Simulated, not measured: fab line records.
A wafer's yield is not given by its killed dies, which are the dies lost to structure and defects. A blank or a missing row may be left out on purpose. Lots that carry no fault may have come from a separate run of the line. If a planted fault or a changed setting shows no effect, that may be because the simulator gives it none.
Which tool is to blame? | flow n5-finfet | 12 lots with 36 wafers sampled at 2 steps, on a route of 1938 steps

## WHAT THE GAUGES READ, wafer by wafer
N5_MOL_CONTACT_COAG_CD_MEAS_137: the cd target is 16 nm.
lot  | measured     | on        | cd-nm (nm)
L075 | day 5 13:17  | cd-sem-01 | 15.2 16.3 16.7
L077 | day 5 22:38  | cd-sem-01 | 15.9 16.2 15.3
L079 | day 6 07:22  | cd-sem-02 | 16.4 16.2 16.4
L081 | day 6 21:15  | cd-sem-02 | 15.4 15.3 15.7
L082 | day 7 11:22  | cd-sem-01 | 16.1 15.9 16.1
L085 | day 7 19:55  | cd-sem-03 | 16.1 16.4 16.2
L087 | day 8 12:41  | cd-sem-03 | 16.1 15.7 15.6
L088 | day 9 01:49  | cd-sem-03 | 15.9 16.3 15.6
L091 | day 9 14:15  | cd-sem-03 | 15.9 16.8 16.1
L093 | day 9 22:10  | cd-sem-02 | 15.9 15.9 15.8
L095 | day 10 14:20 | cd-sem-02 | 16.0 16.0 16.1
L097 | day 10 21:58 | cd-sem-01 | 15.5 16.6 15.4

## EACH LOT AND THE TOOL THAT RAN IT (in order: tool; ch and the chambers of the sampled wafers; start)
lot  | N5_MOL_CONTACT_COAG_CMP_28
L075 | cmp-02 ch 1,2, day 5 11:02
L077 | cmp-02 ch 0,2, day 5 20:15
L079 | cmp-03 ch 0,1,2, day 6 05:08
L081 | cmp-02 ch 0,2,3, day 6 17:47
L082 | cmp-01 ch 1,2,3, day 7 06:41
L085 | cmp-03 ch 0,2, day 7 17:41
L087 | cmp-02 ch 0,1,2, day 8 09:26
L088 | cmp-01 ch 0,3, day 8 22:45
L091 | cmp-01 ch 1,2,3, day 9 12:01
L093 | cmp-01 ch 0,2,3, day 9 19:40
L095 | cmp-03 ch 0,2,3, day 10 11:38
L097 | cmp-01 ch 0,1, day 10 19:46
- N5_MOL_CONTACT_COAG_CMP_28: polishes, stops on SiNx, t overpolish 0.85 s, target thk 14.522 nm.

## THE ANSWER, worked out from the rows above alone
Rule: the usual values come from the lots themselves. Put in order of their means at a reading, lots are off if they are a third of the lots or fewer, leave a main group of 4 or more, and stand apart from it by a gap of 3 or more times the standard deviation of the main group's means; of several such gaps the widest counts. Not used: any main group whose means are identical at the precision the tables above print for the reading. A lot without any number at a reading at which 4 lots or more have one is off too. The other lots that the step has rows for count as sound.
Nothing can be told from this: no lot is off at any reading shown.

## WHAT THE SIMULATOR PUT IN
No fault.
